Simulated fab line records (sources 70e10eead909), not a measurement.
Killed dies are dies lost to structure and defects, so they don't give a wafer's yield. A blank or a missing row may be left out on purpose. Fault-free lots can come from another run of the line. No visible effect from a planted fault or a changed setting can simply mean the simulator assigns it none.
Matching of chambers	flow nand harc	NHARC_A_CONTACT_ETCH_98 on rie diel-02: 4 sister chambers
The step etches the open film in C4F6/O2, target depth 20 nm, time 10 s. 17 wafers are shown with their chamber, then 8 later ones without.

EACH WAFER AND ITS CHAMBER
wafer	chamber	showerhead plenum p Torr (Torr)	drypump motor current A (A)	rf vpp V (V)
L869.1	1	3.91	5.2	547
L869.2	3	4.10	5.6	549
L869.6	3	4.10	5.6	549
L873.2	3	4.09	5.6	550
L873.5	3	4.09	5.6	549
L873.6	0	4.03	5.5	549
L874.2	2	3.76	5.9	545
L874.3	0	4.03	5.6	549
L874.4	1	3.91	5.2	547
L875.2	2	3.76	5.9	546
L875.4	0	4.03	5.5	550
L875.6	0	4.03	5.5	549
L880.2	2	3.75	5.9	543
L880.3	1	3.90	5.2	548
L880.5	0	4.02	5.5	548
L882.1	2	3.75	5.9	543
L882.5	1	3.90	5.2	545

SIGNATURES (averages over the wafers above)
reading	chamber 0	chamber 1	chamber 2	chamber 3	scatter within a chamber
showerhead plenum p Torr	4.0280	3.9050	3.7550	4.0950	0.00541
drypump motor current A	5.520	5.200	5.900	5.600	0.0248
rf vpp V	549.00	546.75	544.25	549.25	1.05
Rule: a wafer's distance from a chamber is the root of the sum, over the readings, of the square of ((its reading less the chamber's mean) divided by the reading's scatter). The wafer belongs to the nearest chamber; if the next one is less than 2 further off, it can't be placed. How the scatter is found: for the shown wafers, subtract from each reading the mean of its chamber, square and add these, divide the total by (wafers less chambers), then take the root.

WAFERS WHOSE CHAMBER IS MISSING
wafer	showerhead plenum p Torr (Torr)	drypump motor current A (A)	rf vpp V (V)
L883.1	3.90	5.2	546
L883.3	3.75	5.9	542
L891.1	4.08	5.6	552
L891.4	3.74	5.9	541
L891.6	4.01	5.6	548
L890.1	4.08	5.6	551
L890.4	4.01	5.5	548
L890.6	3.89	5.3	546

EACH ONE'S CHAMBER
wafer	from the rows above	in truth
L883.1	1	1
L883.3	2	2
L891.1	3	3
L891.4	2	2
L891.6	0	0
L890.1	3	3
L890.4	0	0
L890.6	1	1
Correct placement for 8 of the 8. Left unplaced by these rows: 0. 0 placed wrongly.
